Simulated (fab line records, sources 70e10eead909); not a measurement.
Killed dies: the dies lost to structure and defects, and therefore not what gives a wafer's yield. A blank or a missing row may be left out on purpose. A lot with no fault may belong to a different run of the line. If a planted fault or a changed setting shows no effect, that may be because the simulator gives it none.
Matching of chambers | flow nand_harc | NHARC_P_GATE_ETCH_104 on rie_diel-03 has 4 sister chambers
The step etches the open film in CF4/CHF3, target depth 60 nm. 18 wafers are shown with their chamber, then 9 later ones without.

## WAFERS PAIRED WITH THEIR CHAMBERS
wafer  | chamber | drypump_motor_current_A (A) | rf_vpp_V (V) | oes_product_au (a.u.)
L076.2 | 1       | 6.1                         | 370.8        | 0.944
L076.5 | 2       | 5.7                         | 368.9        | 0.977
L076.6 | 1       | 6.1                         | 369.6        | 0.955
L079.1 | 2       | 5.7                         | 369.2        | 0.977
L079.2 | 0       | 5.0                         | 371.8        | 0.987
L079.6 | 2       | 5.7                         | 369.2        | 0.973
L082.1 | 1       | 6.1                         | 368.5        | 0.940
L082.2 | 2       | 5.7                         | 369.2        | 0.980
L082.4 | 0       | 5.1                         | 371.3        | 0.974
L084.2 | 3       | 4.8                         | 369.4        | 0.904
L084.3 | 0       | 5.0                         | 370.3        | 0.953
L084.4 | 2       | 5.7                         | 368.5        | 0.934
L087.2 | 1       | 6.1                         | 369.9        | 0.932
L087.4 | 3       | 4.8                         | 370.4        | 0.961
L087.6 | 1       | 6.1                         | 369.5        | 0.934
L091.3 | 0       | 5.0                         | 369.6        | 0.983
L091.5 | 2       | 5.7                         | 368.8        | 0.949
L091.6 | 1       | 6.1                         | 370.9        | 0.945

SIGNATURES (means of the wafers above)
reading                 | chamber 0 | chamber 1 | chamber 2 | chamber 3 | scatter within a chamber
drypump_motor_current_A | 5.025     | 6.100     | 5.700     | 4.800     | 0.0231
rf_vpp_V                | 370.750   | 369.867   | 368.967   | 369.900   | 0.749
oes_product_au          | 0.97425   | 0.94167   | 0.96500   | 0.93250   | 0.0178
Rule: a wafer's distance from a chamber is the root of the sum, over the readings, of the square of ((its reading less the chamber's mean) divided by the reading's scatter). The wafer belongs to the nearest chamber; if the next one is less than 2 further off, it can't be placed. The scatter: take each reading less its chamber's mean, square it, sum over the shown wafers, divide by the number of wafers less the number of chambers, and take the root.

## WAFERS WITHOUT THEIR CHAMBER
wafer  | drypump_motor_current_A (A) | rf_vpp_V (V) | oes_product_au (a.u.)
L095.2 | 6.1                         | 370.1        | 0.936
L095.3 | 4.8                         | 369.8        | 0.948
L095.6 | 6.1                         | 370.4        | 0.942
L096.1 | 6.1                         | 370.8        | 0.915
L096.3 | 5.1                         | 371.2        | 0.920
L096.6 | 6.1                         | 370.5        | 0.913
L097.2 | 5.0                         | 370.2        | 0.938
L097.5 | 5.0                         | 369.4        | 0.934
L097.6 | 6.1                         | 369.7        | 0.924

## EACH ONE'S CHAMBER
wafer  | from the rows above | in truth
L095.2 | 1                   | 1
L095.3 | 3                   | 3
L095.6 | 1                   | 1
L096.1 | 1                   | 1
L096.3 | 0                   | 0
L096.6 | 1                   | 1
L097.2 | 0                   | 0
L097.5 | 0                   | 0
L097.6 | 1                   | 1
9 of 9 placed correctly. Can't be placed from these rows: 0. Wrongly placed: 0.
